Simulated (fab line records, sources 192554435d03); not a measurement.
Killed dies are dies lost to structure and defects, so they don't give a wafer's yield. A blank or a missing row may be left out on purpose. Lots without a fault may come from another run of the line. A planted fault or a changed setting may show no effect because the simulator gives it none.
Chamber matching | flow n5_finfet | N5_BEOL_M0_SAQP_ALD_48 on ald_sin-02: 4 sister chambers
The step deposits SiO2, target thk 20 nm, pulse time 1 s, co reactant pulse time 1 s. 4 wafers are shown with their chamber, then 10 later ones without.

WAFERS WITH THEIR CHAMBER
wafer  | chamber | heater_power_w (W)
L083.5 | 1       | 78
L085.1 | 0       | 89
L088.3 | 2       | 65
L088.5 | 3       | 66

WAFERS WITHOUT THEIR CHAMBER
wafer  | heater_power_w (W)
L088.6 | 89
L091.1 | 78
L091.2 | 68
L091.6 | 90
L094.2 | 65
L094.3 | 77
L094.5 | 68
L097.1 | 91
L097.3 | 79
L097.6 | 79

WHICH CHAMBER EACH WENT THROUGH
wafer  | from the rows above     | in truth
L088.6 | 0                       | 0
L091.1 | 1                       | 1
L091.2 | can't be placed: 3 or 2 | 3
L091.6 | 0                       | 0
L094.2 | can't be placed: 2 or 3 | 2
L094.3 | 1                       | 1
L094.5 | can't be placed: 3 or 2 | 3
L097.1 | 0                       | 0
L097.3 | 1                       | 1
L097.6 | 1                       | 1
Placed correctly: 7 of 10. Can't be placed from these rows: 3 (the true chamber is among the candidates in 3). Placed wrongly: 0.
How it was worked out, from the rows above alone: a wafer's distance from a chamber is the root of the sum, over the readings, of the square of ((its reading less the chamber's mean) divided by the reading's scatter). The wafer belongs to the nearest chamber; if the next one is less than 2 further off, it can't be placed. A chamber's mean is the mean of its shown wafers. The scatter: with one shown wafer a chamber, the root of the mean of the squares of how far each hidden wafer lies from its nearest shown one.
